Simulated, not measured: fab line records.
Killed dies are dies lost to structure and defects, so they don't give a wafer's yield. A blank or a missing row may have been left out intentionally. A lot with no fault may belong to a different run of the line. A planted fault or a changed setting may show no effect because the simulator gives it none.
Chamber matching || flow nand harc || NHARC_P_GATE_DESCUM_61 on rie diel-02: 3 sister chambers
The step chemistry O2, time 3 s. 20 wafers are shown with their chamber, then 7 later ones without.

== EACH WAFER AND ITS CHAMBER ==
{"wafer": "L078.1", "chamber": 0, "drypump motor current A (A)": 5.6, "showerhead plenum p Torr (Torr)": 1.99, "oes product au (a.u.)": 1.007}
{"wafer": "L078.2", "chamber": 2, "drypump motor current A (A)": 6.3, "showerhead plenum p Torr (Torr)": 1.92, "oes product au (a.u.)": 0.983}
{"wafer": "L078.6", "chamber": 3, "drypump motor current A (A)": 5.0, "showerhead plenum p Torr (Torr)": 1.92, "oes product au (a.u.)": 1.006}
{"wafer": "L079.2", "chamber": 2, "drypump motor current A (A)": 6.4, "showerhead plenum p Torr (Torr)": 1.92, "oes product au (a.u.)": 0.991}
{"wafer": "L079.5", "chamber": 3, "drypump motor current A (A)": 5.0, "showerhead plenum p Torr (Torr)": 1.92, "oes product au (a.u.)": 1.022}
{"wafer": "L079.6", "chamber": 2, "drypump motor current A (A)": 6.3, "showerhead plenum p Torr (Torr)": 1.92, "oes product au (a.u.)": 0.992}
{"wafer": "L080.1", "chamber": 2, "drypump motor current A (A)": 6.3, "showerhead plenum p Torr (Torr)": 1.92, "oes product au (a.u.)": 0.985}
{"wafer": "L080.2", "chamber": 0, "drypump motor current A (A)": 5.6, "showerhead plenum p Torr (Torr)": 1.98, "oes product au (a.u.)": 1.016}
{"wafer": "L080.4", "chamber": 0, "drypump motor current A (A)": 5.6, "showerhead plenum p Torr (Torr)": 1.98, "oes product au (a.u.)": 1.014}
{"wafer": "L084.1", "chamber": 3, "drypump motor current A (A)": 4.9, "showerhead plenum p Torr (Torr)": 1.91, "oes product au (a.u.)": 1.004}
{"wafer": "L084.4", "chamber": 3, "drypump motor current A (A)": 4.9, "showerhead plenum p Torr (Torr)": 1.92, "oes product au (a.u.)": 1.013}
{"wafer": "L084.6", "chamber": 2, "drypump motor current A (A)": 6.3, "showerhead plenum p Torr (Torr)": 1.92, "oes product au (a.u.)": 0.985}
{"wafer": "L087.2", "chamber": 3, "drypump motor current A (A)": 5.0, "showerhead plenum p Torr (Torr)": 1.91, "oes product au (a.u.)": 0.998}
{"wafer": "L087.5", "chamber": 0, "drypump motor current A (A)": 5.6, "showerhead plenum p Torr (Torr)": 1.98, "oes product au (a.u.)": 1.007}
{"wafer": "L087.6", "chamber": 3, "drypump motor current A (A)": 5.0, "showerhead plenum p Torr (Torr)": 1.91, "oes product au (a.u.)": 0.992}
{"wafer": "L090.2", "chamber": 0, "drypump motor current A (A)": 5.7, "showerhead plenum p Torr (Torr)": 1.98, "oes product au (a.u.)": 0.998}
{"wafer": "L090.5", "chamber": 0, "drypump motor current A (A)": 5.7, "showerhead plenum p Torr (Torr)": 1.98, "oes product au (a.u.)": 1.000}
{"wafer": "L090.6", "chamber": 3, "drypump motor current A (A)": 5.0, "showerhead plenum p Torr (Torr)": 1.91, "oes product au (a.u.)": 0.992}
{"wafer": "L092.1", "chamber": 3, "drypump motor current A (A)": 5.0, "showerhead plenum p Torr (Torr)": 1.91, "oes product au (a.u.)": 0.987}
{"wafer": "L092.4", "chamber": 2, "drypump motor current A (A)": 6.4, "showerhead plenum p Torr (Torr)": 1.92, "oes product au (a.u.)": 0.999}

SIGNATURES (means of the wafers above)
{"reading": "drypump motor current A", "chamber 0": 5.633, "chamber 2": 6.333, "chamber 3": 4.975, "scatter within a chamber": 0.0495}
{"reading": "showerhead plenum p Torr", "chamber 0": 1.9817, "chamber 2": 1.9200, "chamber 3": 1.9137, "scatter within a chamber": 0.00399}
{"reading": "oes product au", "chamber 0": 1.00700, "chamber 2": 0.98917, "chamber 3": 1.00175, "scatter within a chamber": 0.00915}
Rule: for a wafer and a chamber, the distance is found by dividing, reading by reading, the gap between the wafer's reading and the chamber's mean by the reading's scatter, squaring, summing and taking the root. The wafer belongs to the nearest chamber; if the next one is less than 2 further off, it can't be placed. How the scatter is found: for the shown wafers, subtract from each reading the mean of its chamber, square and add these, divide the total by (wafers less chambers), then take the root.

== WAFERS MISSING THEIR CHAMBER ==
{"wafer": "L092.6", "drypump motor current A (A)": 5.6, "showerhead plenum p Torr (Torr)": 1.98, "oes product au (a.u.)": 1.000}
{"wafer": "L094.3", "drypump motor current A (A)": 6.4, "showerhead plenum p Torr (Torr)": 1.92, "oes product au (a.u.)": 1.004}
{"wafer": "L094.6", "drypump motor current A (A)": 5.0, "showerhead plenum p Torr (Torr)": 1.91, "oes product au (a.u.)": 0.992}
{"wafer": "L095.4", "drypump motor current A (A)": 5.7, "showerhead plenum p Torr (Torr)": 1.98, "oes product au (a.u.)": 0.992}
{"wafer": "L095.5", "drypump motor current A (A)": 5.7, "showerhead plenum p Torr (Torr)": 1.98, "oes product au (a.u.)": 1.006}
{"wafer": "L096.1", "drypump motor current A (A)": 6.3, "showerhead plenum p Torr (Torr)": 1.92, "oes product au (a.u.)": 1.002}
{"wafer": "L096.6", "drypump motor current A (A)": 5.6, "showerhead plenum p Torr (Torr)": 1.98, "oes product au (a.u.)": 0.990}

== THE CHAMBER EACH PASSED THROUGH ==
{"wafer": "L092.6", "from the rows above": 0, "in truth": 0}
{"wafer": "L094.3", "from the rows above": 2, "in truth": 2}
{"wafer": "L094.6", "from the rows above": 3, "in truth": 3}
{"wafer": "L095.4", "from the rows above": 0, "in truth": 0}
{"wafer": "L095.5", "from the rows above": 0, "in truth": 0}
{"wafer": "L096.1", "from the rows above": 2, "in truth": 2}
{"wafer": "L096.6", "from the rows above": 0, "in truth": 0}
Placed correctly: 7 of 7. Can't be placed from these rows: 0. Wrongly placed: 0.
